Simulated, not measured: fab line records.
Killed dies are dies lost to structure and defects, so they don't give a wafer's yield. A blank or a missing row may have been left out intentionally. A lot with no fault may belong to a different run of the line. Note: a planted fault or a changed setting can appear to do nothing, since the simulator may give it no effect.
Chamber matching + flow nandHarc + rieDiel-04 running NHARC_P_BONDPAD_ACTIVATE_29: 4 sister chambers
The step chemistry N2, time 60 s. 14 wafers are shown with their chamber, then 7 later ones without.

WAFERS PAIRED WITH THEIR CHAMBERS
| wafer  | chamber | showerheadPlenumPTorr (Torr) | oesProductAu (a.u.) | rfVppV (V) |
|--------|---------|------------------------------|---------------------|------------|
| L551.1 | 2       | 1.90                         | 0.998               | 64.8       |
| L551.2 | 0       | 1.73                         | 1.016               | 65.4       |
| L551.6 | 2       | 1.90                         | 1.007               | 65.1       |
| L560.2 | 2       | 1.89                         | 0.987               | 65.0       |
| L560.5 | 2       | 1.89                         | 0.993               | 65.0       |
| L560.6 | 1       | 1.88                         | 0.982               | 66.3       |
| L562.2 | 2       | 1.89                         | 0.994               | 65.9       |
| L562.4 | 1       | 1.88                         | 0.994               | 65.4       |
| L562.5 | 2       | 1.89                         | 0.999               | 64.4       |
| L566.1 | 0       | 1.73                         | 1.026               | 63.9       |
| L566.3 | 2       | 1.89                         | 0.993               | 64.9       |
| L566.5 | 3       | 1.73                         | 1.006               | 63.8       |
| L567.4 | 0       | 1.73                         | 1.021               | 65.0       |
| L567.5 | 3       | 1.73                         | 1.005               | 64.0       |

SIGNATURES (means of the wafers above)
| reading               | chamber 0 | chamber 1 | chamber 2 | chamber 3 | scatter within a chamber |
|-----------------------|-----------|-----------|-----------|-----------|--------------------------|
| showerheadPlenumPTorr | 1.7300    | 1.8800    | 1.8929    | 1.7300    | 0.00378                  |
| oesProductAu          | 1.02100   | 0.98800   | 0.99586   | 1.00550   | 0.00599                  |
| rfVppV                | 64.767    | 65.850    | 65.014    | 63.900    | 0.535                    |
Rule: a wafer lies at a distance from a chamber equal to the root of the sum of squares, over the readings, of (its reading less the chamber's mean, divided by the reading's scatter). The wafer belongs to the nearest chamber; if the next one is less than 2 further off, it can't be placed. The scatter: the root of (the sum of the squares of (reading less its chamber's mean) over the shown wafers, divided by (wafers less chambers)).

WAFERS WITHOUT THEIR CHAMBER
| wafer  | showerheadPlenumPTorr (Torr) | oesProductAu (a.u.) | rfVppV (V) |
|--------|------------------------------|---------------------|------------|
| L567.6 | 1.89                         | 0.993               | 65.1       |
| L568.1 | 1.73                         | 1.009               | 62.7       |
| L568.3 | 1.73                         | 1.019               | 64.6       |
| L568.5 | 1.89                         | 0.990               | 62.5       |
| L571.1 | 1.73                         | 1.019               | 63.1       |
| L571.4 | 1.89                         | 0.996               | 64.0       |
| L571.6 | 1.89                         | 0.992               | 63.2       |

THE CHAMBER EACH PASSED THROUGH
| wafer  | from the rows above     | in truth |
|--------|-------------------------|----------|
| L567.6 | 2                       | 2        |
| L568.1 | 3                       | 3        |
| L568.3 | 0                       | 0        |
| L568.5 | can't be placed: 2 or 1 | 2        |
| L571.1 | can't be placed: 3 or 0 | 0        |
| L571.4 | 2                       | 2        |
| L571.6 | 2                       | 2        |
Correctly placed: 5 of 7. Cannot be placed on the basis of these rows: 2; the candidates contain the true chamber in 2. Wrongly placed: 0.
